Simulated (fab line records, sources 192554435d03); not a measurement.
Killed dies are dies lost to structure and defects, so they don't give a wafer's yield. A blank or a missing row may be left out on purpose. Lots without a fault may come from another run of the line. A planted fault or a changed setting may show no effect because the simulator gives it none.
One fault seen from 2 desks | flow n5_finfet | each desk has only its own numbers; what lay behind them comes last

THE TOOL OWNER'S DESK: pecvd-01
The tool's own readings at N5_BEOL_M0_SAQP_PECVD_97 (deposits SiNx from SiH4/NH3/N2, target thk 23 nm, time 19.9 s): means of the sampled wafers that have a number, for each lot that ran on this tool. A lot is out of limits, marked OUT, if its mean lies more than 4 standard deviations from the usual mean; the brackets give that distance.
Columns: A = heater_power_w at N5_BEOL_M0_SAQP_PECVD_97, usual 555 W; B = showerhead_plenum_p_Torr at N5_BEOL_M0_SAQP_PECVD_97, usual 5.17 Torr; C = throttle_valve_pct at N5_BEOL_M0_SAQP_PECVD_97, usual 41.1 %
lot  | first seen here | A   | B    | C
L554 | day 10 17:46    | 495 | 5.16 | 41.5
L552 | day 10 19:14    | 506 | 5.21 | 42.9
This desk's finding: nothing out of limits on any of the 2 lots.

THE METROLOGY DESK
What the gauges read, lot by lot, whatever tool the lot ran on: means of the sampled wafers that have a number. A lot is out of limits, marked OUT, if its mean lies more than 4 standard deviations from the usual mean; the brackets give that distance. Of its 10 readings 7 are shown: those that lie furthest out on some lot.
Columns: A = DIBL_P at N5_BEOL_M4_RC_MEAS_101, usual 36.0 mV/V; B = IOFF_N at N5_BEOL_M4_RC_MEAS_101, usual 0.16 nA/um; C = ION_P at N5_BEOL_M4_RC_MEAS_101, usual 464 uA/um; D = SS_N at N5_BEOL_M4_RC_MEAS_101, usual 71.5 mV/dec; E = SS_P at N5_BEOL_M4_RC_MEAS_101, usual 73.3 mV/dec; F = VT_N at N5_BEOL_M4_RC_MEAS_101, usual 250 mV; G = VT_P at N5_BEOL_M4_RC_MEAS_101, usual -250 mV
lot  | first seen here | A    | B    | C   | D    | E    | F   | G
L554 | day 12 21:05    | 34.1 | 0.15 | 467 | 72.0 | 72.7 | 250 | -250
L553 | day 14 08:31    | 35.9 | 0.14 | 458 | 71.4 | 73.4 | 253 | -252
L552 | day 14 14:39    | 35.5 | 0.16 | 467 | 71.9 | 72.8 | 248 | -248
This desk's finding: nothing out of limits on any of the 3 lots.

PUT TOGETHER
The tool owner's desk saw nothing out of limits.
The metrology desk saw nothing out of limits.

WHAT THE SIMULATOR HAD PUT IN
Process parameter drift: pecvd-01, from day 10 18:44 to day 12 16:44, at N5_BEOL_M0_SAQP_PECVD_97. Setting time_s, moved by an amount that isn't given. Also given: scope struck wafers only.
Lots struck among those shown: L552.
